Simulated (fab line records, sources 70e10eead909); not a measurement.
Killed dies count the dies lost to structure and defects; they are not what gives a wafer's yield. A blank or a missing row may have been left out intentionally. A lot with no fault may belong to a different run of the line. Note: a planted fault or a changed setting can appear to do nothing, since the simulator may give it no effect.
fab line records | flow nand-harc
record: lots: 6 | wafers: 18 | last-day: 33
route steps=1302 shown P_CONTACT@249 P_M0@253
lots untouched by any fault: they come from a run of this same line in which no faults occurred
start-h: start of the lot's first displayed wafer, in hours after the record's first day | wait-h: how many hours have passed since the lot's step before this one | " identical to the entry in the row above | L1.1+2: a single row standing in for several wafers | - value missing, or start not given | * or withheld: withheld | < > ~ a bound
route shown NAME@n: NAME is a module with steps in the file, n the number in the route of the first one | usual: average and standard deviation across the fault-free wafers | same: alike in all rows | chamber/n: place in a boat | sites: per-site readings | _std_site: the values' standard deviation | _edge_site: inner sites' mean taken away from outer sites' mean | radius-mm: how far each site lies from the wafer's centre | mask NAME#n: copy n | behind: the last tool/chamber to shape the wafer | hold: what put the lot on hold/how long, in hours/how the hold closed | device: transistor that didn't switch, given as n, p or np | end of line: tests of these same wafers at the route's end | a step given without rows: its recipe and nothing more | killed: count of dies lost to structure and defects at first sort (not the wafer's yield) | map: dies across one wafer; x = killed, . = not, _ = none there
set.NAME: the setting the step ran with; set.NAME@STEP: the setting that earlier step ran with | model.NAME: the simulator's own value behind a step, which no gauge read
certain route steps with their lots: each step a table, each wafer a row
services: from which hour (start-h, from the record's first day; less than 0 if before it) a tool's chamber was out of use, for how many hours, and why
== steps ==
step: NHARC_P_CONTACT_CMP_24
recipe: t-overpolish-s: 30 | target-thk-nm: 200
usual: motor-current-A: 11.8/0.99 | overpolish-run-s: 29.998/0.0088 | time-to-endpoint-s: 40/3.9
same: t-overpolish-s: 30
lot.wafer | tool   | chamber | start-h | wait-h | motor-current-A | overpolish-run-s | time-to-endpoint-s
L418.4    | cmp-04 | 2       | 150.69  | 0.3    | 11.4            | 30.007           | 38
L418.3    | "      | 0       | "       | "      | 11.6            | 30.020           | 44
L418.6    | "      | 3       | "       | "      | 11.7            | 30.006           | 36
L425.4    | cmp-01 | 2       | 222.94  | 0.4    | 11.1            | 29.982           | 39
L425.6    | "      | 1       | "       | "      | 12.1            | 30.001           | 45
L425.5    | "      | 2       | "       | "      | 11.3            | 30.005           | 39
L429.2    | cmp-01 | 3       | 270.43  | 0.5    | 11.7            | 29.989           | 41
L429.4    | "      | 0       | "       | "      | 14.0            | 30.008           | 38
L429.1    | "      | 1       | "       | "      | 12.4            | 30.003           | 49
L431.4    | cmp-01 | 1       | 287.88  | 0.3    | 12.3            | 30.004           | 47
L431.6    | "      | 0       | "       | "      | 13.0            | 30.022           | 40
L431.5    | "      | 1       | "       | "      | 11.6            | 29.994           | 47
L434.2    | cmp-01 | 3       | 309.56  | 0.5    | 11.6            | 30.001           | 37
L434.4    | "      | 0       | "       | "      | 13.5            | 30.001           | 39
L434.1    | "      | 1       | "       | "      | 12.9            | 29.996           | 44
L438.2    | cmp-01 | 1       | 351.90  | 0.6    | 12.6            | 29.995           | 47
L438.6    | "      | 1       | "       | "      | 12.2            | 29.988           | 47
L438.5    | "      | 2       | "       | "      | 11.4            | 30.000           | 39
step: NHARC_P_CONTACT_SRD_26
step: NHARC_P_CONTACT_INSPECT_27
usual: raw-defect-count: 260/92
lot.wafer | tool              | chamber | start-h | wait-h | raw-defect-count
L418.3    | defect-inspect-01 | -       | 151.10  | 0.1    | 113
L418.4    | "                 | -       | "       | "      | 130
L418.6    | "                 | -       | "       | "      | 213
L425.4    | defect-inspect-01 | -       | 223.34  | 0.1    | 231
L425.5    | "                 | -       | "       | "      | 344
L425.6    | "                 | -       | "       | "      | 282
L429.1    | defect-inspect-02 | -       | 270.81  | 0.1    | 207
L429.2    | "                 | -       | "       | "      | 308
L429.4    | "                 | -       | "       | "      | 222
L431.4    | defect-inspect-02 | -       | 288.26  | 0.1    | 281
L431.5    | "                 | -       | "       | "      | 153
L431.6    | "                 | -       | "       | "      | 104
L434.1    | defect-inspect-02 | -       | 309.96  | 0.1    | 221
L434.2    | "                 | -       | "       | "      | 420
L434.4    | "                 | -       | "       | "      | 168
L438.2    | defect-inspect-02 | -       | 352.30  | 0.1    | 361
L438.5    | "                 | -       | "       | "      | 325
L438.6    | "                 | -       | "       | "      | 100
step: NHARC_P_M0_DEP_00
recipe: target-thk-a: 1500 | target-thk-nm: 150 | temp-c: withheld | pressure-torr: 5 | flow-sccm: 200 | rf-w: 600 | material: SiOC
step: NHARC_P_M0_DEHYDRATE_01
recipe: temp-c: 150 | time-s: 120
step: NHARC_P_M0_HMDS_02
recipe: time-s: 30
step: NHARC_P_M0_COAT_33
recipe: temp-c: 200 | time-s: 65
step: NHARC_P_M0_COAT_03
recipe: spin-rpm: 1500 | resist-thk-nm: 90
step: NHARC_P_M0_SOFTBAKE_04
recipe: temp-c: 105 | time-s: 55
step: NHARC_P_M0_EBR_05
step: NHARC_P_M0_EXPOSE_06
recipe: na: 1.35 | target-cd-nm: 90 | dose-mj: 81.28 | mask-id: P_M0
step: NHARC_P_M0_PEB_07
recipe: peb-temp-c: 100 | peb-time-s: 65
usual: heater-power-total-W: 156.6/0.43
lot.wafer | tool           | chamber | start-h | wait-h | heater-power-total-W
L418.3    | litho-track-06 | 0       | 151.80  | 0.0    | 155.9
L418.4    | "              | 0       | "       | "      | 157.1
L418.6    | "              | 0       | "       | "      | 156.1
L425.4    | litho-track-04 | 0       | 224.17  | 0.0    | 156.4
L425.5    | "              | 0       | "       | "      | 157.1
L425.6    | "              | 0       | "       | "      | 157.2
L429.1    | litho-track-06 | 0       | 271.63  | 0.1    | 184.9
L429.2    | "              | 0       | "       | "      | 184.5
L429.4    | "              | 0       | "       | "      | 185.2
L431.4    | litho-track-06 | 0       | 289.08  | 0.0    | 184.5
L431.5    | "              | 0       | "       | "      | 156.2
L431.6    | "              | 0       | "       | "      | 156.1
L434.1    | litho-track-01 | 0       | 310.78  | 0.1    | 157.1
L434.2    | "              | 0       | "       | "      | 157.2
L434.4    | "              | 0       | "       | "      | 157.0
L438.2    | litho-track-04 | 0       | 353.00  | 0.1    | 156.8
L438.5    | "              | 0       | "       | "      | 156.5
L438.6    | "              | 0       | "       | "      | 156.1
step: NHARC_P_M0_DEVELOP_08
recipe: develop-time-s: 35 | dev-temp-c: 23
step: NHARC_P_M0_CD_MEAS_09
recipe: target-cd-nm: 90 | landing-energy-ev: 500
usual: cd-nm: 89.8/0.71
lot.wafer | tool      | chamber | start-h | wait-h | cd-nm
L418.3    | cd-sem-02 | 0       | 151.88  | -      | 90.6
L418.4    | "         | 0       | "       | "      | 89.8
L418.6    | "         | 0       | "       | "      | 90.3
L425.4    | cd-sem-02 | 0       | 224.25  | -      | 89.3
L425.5    | "         | 0       | "       | "      | 89.5
L425.6    | "         | 0       | "       | "      | 89.1
L429.1    | cd-sem-01 | 0       | 271.70  | -      | 78.4
L429.2    | "         | 0       | "       | "      | 78.1
L429.4    | "         | 0       | "       | "      | 78.4
L431.4    | cd-sem-02 | 0       | 289.17  | -      | 78.4
L431.5    | "         | 0       | "       | "      | 91.1
L431.6    | "         | 0       | "       | "      | 89.8
L434.1    | cd-sem-02 | 0       | 310.86  | -      | 90.1
L434.2    | "         | 0       | "       | "      | 89.6
L434.4    | "         | 0       | "       | "      | 89.7
L438.2    | cd-sem-02 | 0       | 353.08  | -      | 89.0
L438.5    | "         | 0       | "       | "      | 89.4
L438.6    | "         | 0       | "       | "      | 89.3
step: NHARC_P_M0_OVL_MEAS_10
recipe: pitch-nm: 180
usual: overlay-x-nm: -0.1/0.68 | overlay-y-nm: -0.1/0.94
lot.wafer | tool       | chamber | start-h | wait-h | overlay-x-nm | overlay-y-nm
L418.3    | overlay-01 | -       | 151.96  | -      | -0.5         | 0.1
L418.4    | "          | -       | "       | "      | -0.5         | -0.6
L418.6    | "          | -       | "       | "      | 0.1          | -0.4
L425.4    | overlay-02 | -       | 224.33  | -      | 0.0          | -0.3
L425.5    | "          | -       | "       | "      | 0.1          | -0.5
L425.6    | "          | -       | "       | "      | 0.2          | -0.5
L429.1    | overlay-01 | -       | 271.79  | -      | -0.2         | -1.8
L429.2    | "          | -       | "       | "      | 0.4          | -1.4
L429.4    | "          | -       | "       | "      | 0.3          | -2.1
L431.4    | overlay-02 | -       | 289.25  | -      | 0.1          | -0.4
L431.5    | "          | -       | "       | "      | -0.1         | 0.2
L431.6    | "          | -       | "       | "      | -0.1         | 0.1
L434.1    | overlay-01 | -       | 310.95  | -      | 1.0          | -1.7
L434.2    | "          | -       | "       | "      | 0.3          | -2.1
L434.4    | "          | -       | "       | "      | 0.3          | -1.5
L438.2    | overlay-01 | -       | 353.17  | -      | 0.1          | 1.1
L438.5    | "          | -       | "       | "      | 0.1          | 0.7
L438.6    | "          | -       | "       | "      | -0.1         | 1.0
step: NHARC_P_M0_INSPECT_11
usual: raw-defect-count: 4.0/2.9
lot.wafer | tool              | chamber | start-h | wait-h | raw-defect-count
L418.3    | defect-inspect-01 | -       | 152.00  | 0.0    | 3
L418.4    | "                 | -       | "       | "      | 3
L418.6    | "                 | -       | "       | "      | 2
L425.4    | defect-inspect-01 | -       | 224.37  | 0.0    | 2
L425.5    | "                 | -       | "       | "      | 9
L425.6    | "                 | -       | "       | "      | 7
L429.1    | defect-inspect-02 | -       | 271.83  | 0.0    | 6
L429.2    | "                 | -       | "       | "      | 4
L429.4    | "                 | -       | "       | "      | 3
L431.4    | defect-inspect-01 | -       | 289.28  | 0.0    | 7
L431.5    | "                 | -       | "       | "      | 7
L431.6    | "                 | -       | "       | "      | 8
L434.1    | defect-inspect-01 | -       | 310.99  | 0.0    | 2
L434.2    | "                 | -       | "       | "      | 3
L434.4    | "                 | -       | "       | "      | 1
L438.2    | defect-inspect-01 | -       | 353.21  | 0.0    | 2
L438.5    | "                 | -       | "       | "      | 2
L438.6    | "                 | -       | "       | "      | 1
step: NHARC_P_M0_DESCUM_14
recipe: time-s: 3 | o2-flow-sccm: 200 | ar-flow-sccm: 0 | bias-power-w: 0 | chemistry: O2
usual: drypump-motor-current-A: 5.7/0.56 | o2-flow-sccm: 200.0/0.6 | oes-product-au: 0.998/0.013 | rf-vpp-V: 57.8/0.83 | showerhead-plenum-p-Torr: 1.92/0.064 | throttle-valve-pct: 11.312/0.0079
lot.wafer | tool        | chamber | start-h | wait-h | drypump-motor-current-A | o2-flow-sccm | oes-product-au | rf-hours-counter-h | rf-vpp-V | showerhead-plenum-p-Torr | throttle-valve-pct | model.P_M0.cd-nm
L418.4    | rie-diel-01 | 2       | 152.06  | 0.1    | 5.3                     | 199.7        | 1.021          | 33                 | 58.9     | 1.94                     | 11.315             | 88.81
L418.3    | "           | 0       | "       | "      | 6.3                     | 201.1        | 1.028          | 40                 | 57.9     | 1.87                     | 11.314             | 90.21
L418.6    | "           | 2       | "       | "      | 5.3                     | 199.4        | 1.019          | -                  | 58.1     | 1.94                     | 11.317             | 89.76
L425.4    | rie-diel-06 | 2       | 224.44  | 0.1    | 5.6                     | 200.4        | 0.983          | 12                 | 58.1     | 1.82                     | 11.322             | 90.06
L425.6    | "           | 0       | "       | "      | 5.0                     | 199.4        | 1.000          | -                  | 58.1     | 1.91                     | 11.296             | 89.56
L425.5    | "           | 1       | "       | "      | 6.2                     | 199.9        | 0.994          | -                  | 59.0     | 2.02                     | 11.305             | 89.99
L429.1    | rie-diel-01 | 3       | 271.89  | 0.1    | 5.6                     | 199.0        | 1.009          | 18                 | 58.7     | 1.89                     | 11.306             | 79.07
L429.4    | "           | 0       | "       | "      | 6.3                     | 199.6        | 1.012          | 19                 | 58.0     | 1.86                     | 11.315             | 77.1
L429.2    | "           | 1       | "       | "      | 4.8                     | 198.8        | 1.003          | 22                 | 58.5     | 1.91                     | 11.301             | 77.36
L431.4    | rie-diel-06 | 1       | 289.36  | 0.1    | 6.2                     | 199.5        | 1.003          | 23                 | 58.1     | 2.02                     | 11.316             | 78.32
L431.5    | "           | 3       | "       | "      | 6.5                     | 199.2        | 1.011          | -                  | 57.3     | 1.96                     | 11.315             | 90.22
L431.6    | "           | 0       | "       | "      | 5.0                     | 199.4        | 1.000          | -                  | 57.6     | 1.91                     | 11.312             | 90.08
L434.1    | rie-diel-01 | 1       | 311.05  | 0.1    | 4.8                     | 199.4        | 1.005          | 36                 | 57.6     | 1.90                     | 11.326             | 90.23
L434.2    | "           | 2       | "       | "      | 5.2                     | 199.9        | 0.987          | 33                 | 56.6     | 1.92                     | 11.309             | 90.51
L434.4    | "           | 3       | "       | "      | 5.6                     | 199.7        | 1.013          | 30                 | 58.3     | 1.89                     | 11.322             | 89.21
L438.2    | rie-diel-06 | 0       | 353.27  | 0.1    | 5.0                     | 199.9        | 0.993          | 7                  | 58.1     | 1.91                     | 11.314             | 89.87
L438.5    | "           | 3       | "       | "      | 6.5                     | 199.8        | 1.010          | -                  | 57.6     | 1.96                     | 11.309             | 88.31
L438.6    | "           | 0       | "       | "      | 5.0                     | 199.2        | 0.995          | -                  | 58.1     | 1.91                     | 11.314             | 89.85
step: NHARC_P_M0_ETCH_34
recipe: target-depth-a: 400 | overetch-a: 120 | time-s: 43.94 | ion-energy-ev: 200 | n2-flow-sccm: 150 | h2-flow-sccm: 150 | ar-flow-sccm: 0 | rf-w: 400 | bias-w: 150 | chemistry: N2/H2
usual: bias-w: 150.0/0.41 | drypump-motor-current-A: 5.7/0.55 | n2-flow-sccm: 149.9/0.45 | oes-product-au: 0.999/0.011 | rf-vpp-V: 430.8/2.2 | showerhead-plenum-p-Torr: 2.05/0.072 | throttle-valve-pct: 14.172/0.0089
lot.wafer | tool        | chamber | start-h | wait-h | bias-w | drypump-motor-current-A | n2-flow-sccm | oes-product-au | rf-hours-counter-h | rf-vpp-V | showerhead-plenum-p-Torr | throttle-valve-pct
L418.4    | rie-diel-01 | 3       | 152.33  | 0.3    | 150.2  | 5.6                     | 149.8        | 1.013          | 38                 | 431.3    | 2.03                     | 14.183
L418.3    | "           | 1       | "       | "      | 149.2  | 4.8                     | 149.6        | 0.992          | 37                 | 431.1    | 2.05                     | 14.177
L418.6    | "           | 3       | "       | "      | 150.2  | 5.6                     | 149.5        | 1.016          | -                  | 430.4    | 2.03                     | 14.172
L425.4    | rie-diel-06 | 0       | 224.52  | 0.1    | 150.1  | 5.0                     | 150.4        | 1.004          | 14                 | 431.0    | 2.04                     | 14.172
L425.5    | "           | 3       | "       | "      | 150.2  | 6.5                     | 149.8        | 1.012          | -                  | 431.7    | 2.10                     | 14.165
L425.6    | "           | 0       | "       | "      | 150.0  | 5.0                     | 149.5        | 1.000          | -                  | 430.2    | 2.04                     | 14.187
L429.1    | rie-diel-01 | 3       | 271.98  | 0.1    | 149.4  | 5.6                     | 150.1        | 0.988          | 18                 | 430.0    | 2.02                     | 14.172
L429.4    | "           | 0       | "       | "      | 150.6  | 6.3                     | 149.0        | 1.000          | 19                 | 429.1    | 1.98                     | 14.165
L429.2    | "           | 2       | "       | "      | 149.9  | 5.2                     | 150.1        | 0.989          | 20                 | 431.1    | 2.05                     | 14.167
L431.4    | rie-diel-06 | 3       | 289.44  | 0.1    | 150.0  | 6.5                     | 151.0        | 1.009          | 26                 | 432.8    | 2.09                     | 14.170
L431.5    | "           | 1       | "       | "      | 149.8  | 6.2                     | 149.9        | 1.002          | -                  | 433.8    | 2.16                     | 14.163
L431.6    | "           | 2       | "       | "      | 150.3  | 5.6                     | 150.1        | 0.973          | -                  | 426.1    | 1.93                     | 14.163
L434.4    | rie-diel-01 | 0       | 311.23  | 0.2    | 150.3  | 6.3                     | 150.4        | 1.011          | 33                 | 429.7    | 1.97                     | 14.183
L434.2    | "           | 1       | "       | "      | 149.9  | 4.8                     | 150.2        | 0.996          | 36                 | 430.4    | 2.03                     | 14.182
L434.1    | "           | 2       | "       | "      | 149.8  | 5.3                     | 149.3        | 0.990          | 33                 | 430.0    | 2.05                     | 14.158
L438.2    | rie-diel-06 | 3       | 353.36  | 0.1    | 149.7  | 6.5                     | 150.2        | 1.006          | 8                  | 432.7    | 2.09                     | 14.173
L438.5    | "           | 1       | "       | "      | 149.1  | 6.2                     | 150.2        | 1.016          | -                  | 433.0    | 2.15                     | 14.161
L438.6    | "           | 2       | "       | "      | 149.6  | 5.6                     | 149.8        | 0.984          | -                  | 427.4    | 1.93                     | 14.184
step: NHARC_P_M0_ETCH_15
recipe: target-depth-a: 1500 | overetch-a: 150 | time-s: 82.5 | c4f8-flow-sccm: withheld | ar-flow-sccm: 400 | rf-w: 600 | bias-w: 300 | chemistry: C4F8/Ar
usual: bias-w: 299.9/0.89 | oes-product-au: 0.958/0.019 | rf-vpp-V: 440.8/2
lot.wafer | tool        | chamber | start-h | wait-h | bias-w | oes-product-au | rf-hours-counter-h | rf-vpp-V | model.P_M0.cd-nm
L418.4    | rie-diel-01 | 2       | -       | -      | 299.8  | 0.942          | 33                 | 442.3    | 89.62
L418.3    | "           | 0       | "       | "      | 300.7  | 0.960          | 41                 | 439.6    | 89.91
L418.6    | "           | 2       | "       | "      | 299.3  | 0.953          | -                  | 442.2    | 90.46
L425.4    | rie-diel-06 | 0       | -       | -      | 300.7  | 0.956          | 14                 | 439.6    | 90.44
L425.5    | "           | 1       | "       | "      | 299.4  | 0.970          | -                  | 444.7    | 90.37
L425.6    | "           | 2       | "       | "      | 299.3  | 0.961          | -                  | 437.8    | 90.39
L429.1    | rie-diel-01 | 2       | -       | -      | 300.4  | 0.984          | 20                 | 441.3    | 79.55
L429.2    | "           | 0       | "       | "      | 298.5  | 0.961          | 19                 | 440.8    | 77.77
L429.4    | "           | 1       | "       | "      | 300.3  | 0.978          | 22                 | 441.4    | 76.52
L431.4    | rie-diel-06 | 3       | -       | -      | 299.0  | 0.961          | 26                 | 442.2    | 78.09
L431.5    | "           | 0       | "       | "      | 300.4  | 0.957          | -                  | 441.2    | 88.99
L431.6    | "           | 1       | "       | "      | 300.4  | 0.974          | -                  | 442.5    | 89.4
L434.4    | rie-diel-01 | 2       | -       | -      | 300.0  | 0.940          | 33                 | 440.1    | 89.13
L434.1    | "           | 3       | "       | "      | 299.1  | 0.943          | 30                 | 440.8    | 90.13
L434.2    | "           | 0       | "       | "      | 301.7  | 0.948          | 33                 | 439.1    | 89.97
L438.2    | rie-diel-06 | 0       | -       | -      | 301.0  | 0.957          | 7                  | 441.0    | 89.47
L438.5    | "           | 1       | "       | "      | 300.6  | 0.983          | -                  | 444.0    | 87.94
L438.6    | "           | 2       | "       | "      | 299.9  | 0.959          | -                  | 437.3    | 89.36
step: NHARC_P_M0_CD_MEAS_16
usual: cd-nm: 89.5/0.98
lot.wafer | tool      | chamber | start-h | wait-h | cd-nm
L418.3    | cd-sem-02 | -       | 152.56  | -      | 90.0
L418.4    | "         | -       | "       | "      | 89.6
L418.6    | "         | -       | "       | "      | 90.7
L425.4    | cd-sem-01 | -       | 224.73  | -      | 90.4
L425.5    | "         | -       | "       | "      | 90.1
L425.6    | "         | -       | "       | "      | 90.5
L429.1    | cd-sem-02 | -       | 272.19  | -      | 79.4
L429.2    | "         | -       | "       | "      | 78.2
L429.4    | "         | -       | "       | "      | 77.0
L431.4    | cd-sem-02 | -       | 289.65  | -      | 78.1
L431.5    | "         | -       | "       | "      | 88.7
L431.6    | "         | -       | "       | "      | 89.5
L434.1    | cd-sem-03 | -       | 311.45  | -      | 89.7
L434.2    | "         | -       | "       | "      | 90.2
L434.4    | "         | -       | "       | "      | 88.8
L438.2    | cd-sem-01 | -       | 353.57  | -      | 89.4
L438.5    | "         | -       | "       | "      | 88.1
L438.6    | "         | -       | "       | "      | 89.5
== services ==
tool           | chamber | start-h | hours | kind
cmp-01         | -       | 128.78  | 0.3   | repair
rie-diel-06    | -       | 130.24  | 9.0   | pm
cmp-04         | -       | 130.95  | 0.8   | repair
cmp-04         | -       | 139.37  | 4.2   | repair
cmp-01         | -       | 141.71  | 2.3   | repair
litho-track-01 | -       | 155.00  | 7.0   | pm
rie-diel-06    | 0       | 172.62  | 2.4   | repair
cmp-04         | -       | 176.93  | 4.7   | repair
litho-track-06 | -       | 179.00  | 7.0   | pm
cmp-01         | -       | 185.50  | 4.0   | pm
cmp-01         | -       | 196.86  | 0.7   | repair
litho-track-04 | -       | 203.00  | 7.0   | pm
rie-diel-01    | -       | 205.99  | 9.0   | pm
cmp-04         | -       | 209.08  | 4.0   | pm
cmp-01         | -       | 232.26  | 1.4   | repair
cmp-01         | -       | 261.86  | 2.7   | repair
cmp-04         | -       | 261.93  | 0.8   | repair
cmp-01         | -       | 268.74  | 0.2   | repair
cmp-01         | -       | 283.50  | 4.0   | pm
cmp-04         | -       | 307.08  | 4.0   | pm
rie-diel-06    | -       | 307.24  | 9.0   | pm
rie-diel-01    | -       | 315.38  | 0.6   | repair
litho-track-01 | -       | 330.00  | 7.0   | pm
rie-diel-01    | 3       | 336.93  | 3.0   | repair
== key ==
first-sign: step: NHARC_P_M0_PEB_07 | reading: heater-power-total-W | direction: up | sigmas: 66 | usual: * | struck: *
effect: step: NHARC_P_M0_CD_MEAS_09 | reading: cd-nm | direction: down | sigmas: 16 | usual: 89.8 | struck: 78.3
effect: step: NHARC_P_M0_CD_MEAS_16 | reading: cd-nm | direction: down | sigmas: 12 | usual: 89.5 | struck: 78.1
model-effect: step: NHARC_P_M0_DESCUM_14 | value: P_M0.cd-nm | without: 89.62 | struck: 77.96
model-effect: step: NHARC_P_M0_ETCH_15 | value: P_M0.cd-nm | without: 89.64 | struck: 77.98
met-at NHARC_P_M0_PEB_07
struck-wafers L429.1,L429.2,L429.4,L431.4
sort-left-out L429.1,L429.2,L429.4,L431.4
onset-between 151.80 271.63
fault: kind: process-parameter-drift | tool: litho-track-06 | chamber: - | onset-h: 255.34 | steps: NHARC_P_M0_PEB_07 | channel: peb-time-s | offset: * | shape: step | end-h: 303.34 | scope: struck-wafers-only | acts-in: * | stated: *
sort-left-out: the simulated sort isn't trusted on such a fault, so these wafers' sort isn't shown, and their yield isn't known
